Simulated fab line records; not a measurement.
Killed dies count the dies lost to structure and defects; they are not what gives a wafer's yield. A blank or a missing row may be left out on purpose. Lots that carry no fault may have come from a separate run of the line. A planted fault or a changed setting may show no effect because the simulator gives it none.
fab line records -- flow n5-finfet
record: lots: 6, wafers: 18, last-day: 17
route steps=1938 shown BEOL_M0_SAQP@695 BEOL_M0_CUTY@701
lots with no fault: from the same line, run without faults
start-h: the number of hours between the record's first day and the start of the first shown wafer of the lot -- wait-h: hours from the lot's prior step to this one -- " as in the row above -- L1.1+2: one row covering several wafers at once -- - no value, or no start was given -- * or withheld: withheld -- < > ~ a bound
route shown NAME@n: a module of which the file shows steps, and the number in the route of the first -- usual: mean/standard deviation taken from wafers without a fault -- same: alike in all rows -- chamber/n: place in a boat -- sites: the reading at each site -- _std_site: the standard deviation of these -- _edge_site: inner sites' mean taken away from outer sites' mean -- radius-mm: how far each site lies from the wafer's centre -- mask NAME#n: copy n -- behind: the tool/chamber that last shaped the wafer -- hold: the reason the lot was held/the length of the hold in hours/how it ended -- device: whichever transistor did not switch (one of n, p or np) -- end of line: the route-end tests of the same wafers -- step lacking rows: just its recipe -- killed: dies lost to structure and defects at the first sort, not the wafer's yield -- map: a wafer's dies, x killed, . not, _ none there
set.NAME: the setting as run; set.NAME@STEP: as run at that earlier step -- model.NAME: the simulator's own value behind a step, which no gauge read
certain route steps with their lots: each step a table, each wafer a row
services: a tool's chamber out of use, with start hour (start-h, from the record's first day; less than 0 if before it), hours out, and reason
== steps ==
step: N5_BEOL_M0_SAQP_CUT_ETCH_46
recipe: chemistry: N2/H2, target: SOC, target-depth-a: 1350, overetch-a: 270, temp-c: 40, time-s: 202.5, ion-energy-ev: 200, mask-material: SiARC, pressure-mtorr: 30, source-w: 840, bias-w: 150, n2-flow-sccm: 200, h2-flow-sccm: 200
usual: drypump-motor-current-A: 5.8/0.53, h2-flow-sccm: 200.1/0.58, rf-vpp-V: 525.3/2.6, showerhead-plenum-p-Torr: 2.59/0.09, throttle-valve-pct: 17.7/0.34
lot.wafer,tool,chamber,start-h,wait-h,drypump-motor-current-A,h2-flow-sccm,rf-hours-counter-h,rf-vpp-V,showerhead-plenum-p-Torr,throttle-valve-pct
L130.2,rie-diel-01,2,114.51,0.0,5.4,201.0,213,527.5,2.63,18.0
L130.3,rie-diel-01,0,114.51,0.0,6.7,200.0,149,524.8,2.64,17.7
L130.6,rie-diel-01,0,114.51,0.0,6.7,200.2,-,528.2,2.64,17.7
L135.1,rie-diel-06,3,139.85,0.0,6.2,200.4,10,525.4,2.60,17.1
L135.4,rie-diel-06,0,139.85,0.0,5.0,199.7,36,528.2,2.69,17.4
L135.6,rie-diel-06,0,139.85,0.0,5.0,201.1,-,528.7,2.69,17.4
L136.2,rie-diel-06,0,144.16,0.0,5.0,200.3,37,527.6,2.69,17.4
L136.3,rie-diel-06,3,144.16,0.0,6.1,200.4,11,524.9,2.60,17.1
L136.5,rie-diel-06,3,144.16,0.0,6.1,201.1,-,525.4,2.60,17.1
L146.1,rie-diel-06,1,208.53,0.0,5.9,199.4,22,524.6,2.59,17.5
L146.2,rie-diel-06,2,208.53,0.0,6.4,198.9,207,518.9,2.41,18.3
L146.6,rie-diel-06,1,208.53,0.0,5.9,199.5,-,525.2,2.59,17.5
L149.2,rie-diel-01,1,225.48,0.0,5.0,199.9,47,526.5,2.70,17.6
L149.3,rie-diel-01,0,225.48,0.0,6.7,198.7,182,526.0,2.63,17.7
L149.6,rie-diel-01,0,225.48,0.0,6.7,199.4,-,526.3,2.63,17.7
L151.1,rie-diel-01,1,239.08,0.0,5.0,200.6,51,528.0,2.70,17.7
L151.3,rie-diel-01,3,239.08,0.0,5.7,200.7,81,522.0,2.47,17.6
L151.5,rie-diel-01,2,239.08,0.0,5.4,200.5,-,526.1,2.61,18.0
step: N5_BEOL_M0_SAQP_STRIP_74
recipe: chemistry: N2/H2, temp-c: 40, n2-flow-sccm: 200, h2-flow-sccm: 200, rf-frequency-hz: 6e+07
step: N5_BEOL_M0_SAQP_STRIP_89
recipe: chemistry: N2/H2, temp-c: 40, n2-flow-sccm: 200, h2-flow-sccm: 200, rf-frequency-hz: 6e+07
step: N5_BEOL_M0_SAQP_ALD_48
recipe: material: SiO2, target-thk-a: 200, temp-c: 100, ald-precursor-family: BDEAS, ald-co-reactant: O2-plasma, pulse-time-s: 1, co-reactant-pulse-time-s: 1, purge-time-s: 2, co-reactant-purge-time-s: 2, ald-cycles: 139, pressure-torr: 2
usual: heater-power-w: 78/10, precursor-pulse-height-rel: 1.001/0.019, susceptor-temp-C: 100.01/0.14
same: co-reactant-purge-time-s: 2
lot.wafer,tool,chamber,start-h,wait-h,heater-power-w,precursor-pulse-height-rel,susceptor-temp-C
L130.2,ald-sin-03,2,114.71,0.0,70,1.013,99.97
L130.3,ald-sin-03,3,114.71,0.0,83,0.953,100.17
L130.6,ald-sin-03,3,114.71,0.0,84,1.010,100.10
L135.1,ald-sin-04,1,140.05,0.0,68,1.009,99.67
L135.4,ald-sin-04,0,140.05,0.0,74,0.978,99.93
L135.6,ald-sin-04,3,140.05,0.0,88,1.007,100.04
L136.2,ald-sin-01,2,144.49,0.2,81,1.011,100.33
L136.3,ald-sin-01,0,144.49,0.2,99,0.983,100.05
L136.5,ald-sin-01,0,144.49,0.2,102,1.013,99.90
L146.1,ald-sin-01,3,208.79,0.1,61,1.003,99.91
L146.2,ald-sin-01,1,208.79,0.1,80,1.018,99.96
L146.6,ald-sin-01,1,208.79,0.1,80,1.015,99.76
L149.2,ald-sin-01,0,225.68,0.0,102,1.006,100.00
L149.3,ald-sin-01,3,225.68,0.0,62,1.015,100.33
L149.6,ald-sin-01,3,225.68,0.0,62,1.039,100.18
L151.1,ald-sin-04,3,239.35,0.1,85,1.007,99.76
L151.3,ald-sin-04,2,239.35,0.1,74,1.002,100.16
L151.5,ald-sin-04,0,239.35,0.1,72,1.016,100.00
step: N5_BEOL_M0_SAQP_ETCH_49
recipe: chemistry: CF4/O2, target-depth-a: 370, target: SiO2, pressure-mtorr: 40, source-w: 535, bias-w: 49, Ar_flow_sccm: 100, cf4-flow-sccm: 100, O2_flow_sccm: 10, ion-energy-ev: 100
usual: drypump-motor-current-A: 5.7/0.52, oes_o_777_au: 0.80/0.079, oes-product-au: 0.80/0.085, rf-vpp-V: 241.5/2.2, showerhead-plenum-p-Torr: 2.26/0.063, throttle-valve-pct: 15.75/0.24
lot.wafer,tool,chamber,start-h,wait-h,drypump-motor-current-A,oes_o_777_au,oes-product-au,rf-hours-counter-h,rf-vpp-V,showerhead-plenum-p-Torr,throttle-valve-pct
L130.2,rie-diel-03,1,115.24,0.3,5.9,0.76,0.77,165,243.5,2.29,15.91
L130.3,rie-diel-03,0,115.24,0.3,5.3,0.76,0.75,153,244.0,2.29,15.52
L130.6,rie-diel-03,0,115.24,0.3,5.3,0.76,0.75,-,244.5,2.29,15.53
L135.1,rie-diel-03,2,140.94,0.6,6.0,0.74,0.73,178,244.2,2.28,15.90
L135.4,rie-diel-03,0,140.94,0.6,5.3,0.76,0.73,160,244.3,2.29,15.54
L135.6,rie-diel-03,3,140.94,0.6,5.8,0.91,0.92,-,240.7,2.25,15.67
L136.2,rie-diel-06,0,145.01,0.3,5.0,0.88,0.88,38,239.2,2.33,15.61
L136.3,rie-diel-06,2,145.01,0.3,6.4,0.72,0.72,192,235.3,2.11,16.34
L136.5,rie-diel-06,1,145.01,0.3,5.9,0.96,0.97,-,242.8,2.25,15.49
L146.1,rie-diel-06,0,209.33,0.3,5.0,0.86,0.86,58,239.2,2.32,15.64
L146.2,rie-diel-06,3,209.33,0.3,6.2,0.89,0.90,31,243.7,2.25,15.26
L146.6,rie-diel-06,1,209.33,0.3,5.9,0.91,0.92,-,241.9,2.25,15.53
L149.2,rie-diel-01,1,226.21,0.3,5.0,0.85,0.85,47,237.1,2.33,15.71
L149.3,rie-diel-01,2,226.21,0.3,5.4,0.69,0.68,242,243.5,2.26,16.08
L149.6,rie-diel-01,1,226.21,0.3,5.0,0.84,0.86,-,236.9,2.33,15.71
L151.1,rie-diel-03,2,239.88,0.3,6.0,0.71,0.71,213,244.4,2.27,15.96
L151.3,rie-diel-03,1,239.88,0.3,5.9,0.73,0.73,208,243.5,2.28,16.00
L151.5,rie-diel-03,2,239.88,0.3,6.0,0.71,0.70,-,244.0,2.27,15.95
step: N5_BEOL_M0_SAQP_STRIP_75
recipe: chemistry: CF4, resist: SiARC, power-w: 300, bias-power-w: 75, pressure-mtorr: 50, cf4-flow-sccm: 150, rf-frequency-hz: 6e+07
usual: drypump-motor-current-A: 5.7/0.52, oes-product-au: 0.184/0.019, rf-vpp-V: 272.1/1.5, showerhead-plenum-p-Torr: 1.84/0.051, throttle-valve-pct: 13.50/0.24
lot.wafer,tool,chamber,start-h,wait-h,drypump-motor-current-A,oes-product-au,rf-hours-counter-h,rf-vpp-V,showerhead-plenum-p-Torr,throttle-valve-pct
L130.2,rie-diel-03,1,115.34,0.1,5.9,0.174,165,272.4,1.86,13.67
L130.3,rie-diel-03,0,115.34,0.1,5.2,0.172,153,271.7,1.86,13.28
L130.6,rie-diel-03,0,115.34,0.1,5.2,0.170,-,273.1,1.86,13.29
L135.1,rie-diel-03,2,141.04,0.1,6.0,0.174,178,272.1,1.86,13.68
L135.4,rie-diel-03,0,141.04,0.1,5.2,0.171,160,273.6,1.86,13.29
L135.6,rie-diel-03,3,141.04,0.1,5.7,0.206,-,272.7,1.84,13.38
L136.2,rie-diel-06,0,145.11,0.1,5.0,0.196,38,273.1,1.89,13.32
L136.3,rie-diel-06,2,145.11,0.1,6.4,0.171,192,267.6,1.71,14.05
L136.5,rie-diel-06,1,145.11,0.1,5.9,0.217,-,273.4,1.83,13.19
L146.1,rie-diel-06,0,209.43,0.1,5.0,0.197,58,273.1,1.89,13.37
L146.2,rie-diel-06,3,209.43,0.1,6.2,0.209,31,271.8,1.83,13.02
L146.6,rie-diel-06,1,209.43,0.1,5.9,0.206,-,272.8,1.82,13.23
L149.2,rie-diel-01,1,226.31,0.1,5.0,0.193,47,273.9,1.90,13.45
L149.3,rie-diel-01,2,226.31,0.1,5.4,0.158,242,272.0,1.84,13.85
L149.6,rie-diel-01,1,226.31,0.1,5.0,0.194,-,273.1,1.90,13.45
L151.1,rie-diel-03,2,239.98,0.1,6.0,0.157,213,272.3,1.85,13.75
L151.3,rie-diel-03,1,239.98,0.1,5.9,0.167,208,271.7,1.85,13.78
L151.5,rie-diel-03,2,239.98,0.1,6.0,0.167,-,272.2,1.85,13.75
step: N5_BEOL_M0_CUTY_COAT_50
recipe: resist: SiARC, temp-c: 220, time-s: 60, spin-rpm: 1500, resist-thk-nm: 15
step: N5_BEOL_M0_CUTY_COAT_51
recipe: resist: CAR-ArF-block, spin-rpm: 1500, resist-thk-nm: 150
step: N5_BEOL_M0_CUTY_EBR_52
recipe: solvent: PGMEA, ebr-width-mm: 1.5
step: N5_BEOL_M0_CUTY_SOFTBAKE_53
recipe: temp-c: 110, time-s: 60, resist: CAR-ArF-block
step: N5_BEOL_M0_CUTY_EXPOSE_54
recipe: mask-id: M0_ABLK, na: 1.35, source-shape: conventional, sigma-outer: 0.8, polarization: unpolarized, dose-mj: 36
step: N5_BEOL_M0_CUTY_PEB_55
recipe: peb-temp-c: 110, peb-time-s: 60, resist: CAR-ArF-block
step: N5_BEOL_M0_CUTY_DEVELOP_56
recipe: develop-time-s: 30, developer: TMAH, resist: CAR-ArF-block, rinse-liquid: diw, dry: air-spin, dev-temp-c: 23
usual: chill-plate-temp-C: 23.00/0.098, develop-time-s: 30/0, exhaust-pa: 45.1/0.83
lot.wafer,tool,chamber,start-h,wait-h,chill-plate-temp-C,develop-time-s,exhaust-pa,model.CAR-ArF-block_of_BEOL_M0_CUTY_COAT_51.thk-nm
L130.2,litho-track-02,0,115.55,-,22.98,30,45.0,148.8
L130.3,litho-track-02,0,115.55,-,23.14,30,43.6,148.2
L130.6,litho-track-02,0,115.55,-,23.10,30,44.0,148.8
L135.1,litho-track-03,-,141.25,-,-,-,-,150.4
L135.4,litho-track-03,-,141.25,-,-,-,-,150.4
L135.6,litho-track-03,-,141.25,-,-,-,-,150.4
L136.2,litho-track-01,-,145.45,-,-,-,-,149
L136.3,litho-track-01,-,145.45,-,-,-,-,149.4
L136.5,litho-track-01,-,145.45,-,-,-,-,149.2
L146.1,litho-track-01,0,209.63,-,23.04,30,45.5,149
L146.2,litho-track-01,0,209.63,-,23.02,30,45.2,148.8
L146.6,litho-track-01,0,209.63,-,23.19,30,44.2,148.8
L149.2,litho-track-03,0,226.52,-,22.80,30,46.0,148.6
L149.3,litho-track-03,0,226.52,-,22.92,30,45.2,148.6
L149.6,litho-track-03,0,226.52,-,22.76,30,47.5,148.6
L151.1,litho-track-03,0,240.19,-,23.04,30,45.2,148.4
L151.3,litho-track-03,0,240.19,-,22.93,30,45.3,148.6
L151.5,litho-track-03,0,240.19,-,22.88,30,44.2,148.8
step: N5_BEOL_M0_CUTY_CD_MEAS_57
recipe: target-cd-nm: 200, landing-energy-ev: 500, detector: se-inlens, polarity: line
usual: cd-nm: 200.3/0.74
lot.wafer,tool,chamber,start-h,wait-h,cd-nm
L130.2,cd-sem-03,0,115.60,-,198.7
L130.3,cd-sem-03,0,115.60,-,200.1
L130.6,cd-sem-03,0,115.60,-,199.4
L135.1,cd-sem-01,0,141.31,-,-
L135.4,cd-sem-01,0,141.31,-,-
L135.6,cd-sem-01,0,141.31,-,-
L136.2,cd-sem-01,0,145.51,-,-
L136.3,cd-sem-01,0,145.51,-,-
L136.5,cd-sem-01,0,145.51,-,-
L146.1,cd-sem-01,0,209.69,-,201.4
L146.2,cd-sem-01,0,209.69,-,201.1
L146.6,cd-sem-01,0,209.69,-,200.0
L149.2,cd-sem-01,0,226.58,-,199.1
L149.3,cd-sem-01,0,226.58,-,199.7
L149.6,cd-sem-01,0,226.58,-,200.2
L151.1,cd-sem-01,0,240.25,-,199.9
L151.3,cd-sem-01,0,240.25,-,200.1
L151.5,cd-sem-01,0,240.25,-,200.5
== services ==
tool,chamber,start-h,hours,kind
ald-sin-01,0,99.25,-,clean
ald-sin-01,1,99.25,-,clean
rie-diel-06,3,100.98,-,clean
rie-diel-06,3,100.98,-,consumable-replace:focus-ring
rie-diel-06,3,100.98,14.8,scheduled-down
rie-diel-06,3,100.98,14.8,vent-cycle
rie-diel-03,3,110.81,7.3,repair
rie-diel-06,1,115.79,-,clean
rie-diel-06,1,115.79,-,consumable-replace:focus-ring
rie-diel-06,1,115.79,15.4,scheduled-down
rie-diel-06,1,115.79,15.4,vent-cycle
rie-diel-03,0,139.33,1.5,repair
rie-diel-01,2,145.18,8.5,repair
rie-diel-01,3,163.44,4.6,repair
ald-sin-03,-,176.75,14.0,pm
rie-diel-06,2,178.70,3.8,repair
rie-diel-01,0,184.02,9.1,repair
rie-diel-01,2,185.47,12.7,repair
rie-diel-03,3,194.87,4.1,repair
rie-diel-03,3,202.36,63.7,repair
ald-sin-01,3,215.61,1.5,repair
ald-sin-01,1,226.76,4.4,repair
rie-diel-06,1,228.58,18.5,repair
ald-sin-01,3,235.97,3.8,repair
== key ==
first-sign: step: N5_BEOL_M0_CUTY_DEVELOP_56, reading: tool-record, direction: missing
effect none on later readings
model-effect: step: N5_BEOL_M0_CUTY_DEVELOP_56, value: CAR-ArF-block_of_BEOL_M0_CUTY_COAT_51.thk-nm, without: 148.1, struck: 149.8
met-at N5_BEOL_M0_CUTY_DEVELOP_56
struck-wafers L135.1,L135.4,L135.6,L136.2,L136.3,L136.5
later-rows-left-out L135.1,L135.4,L135.6,L136.2,L136.3,L136.5
sort-left-out L135.1,L135.4,L135.6,L136.2,L136.3,L136.5
fault: kind: skipped-step-whole, tool: litho-track-01,litho-track-03, chamber: -, onset-h: 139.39, steps: N5_BEOL_M0_CUTY_DEVELOP_56, scope: struck-lots-only
sort-left-out: the simulated sort isn't trusted on such a fault, so these wafers' sort isn't shown, and their yield isn't known
later-rows-left-out: the simulator's readings of these wafers behind a module that went badly wrong aren't trusted and aren't shown, but for the sort
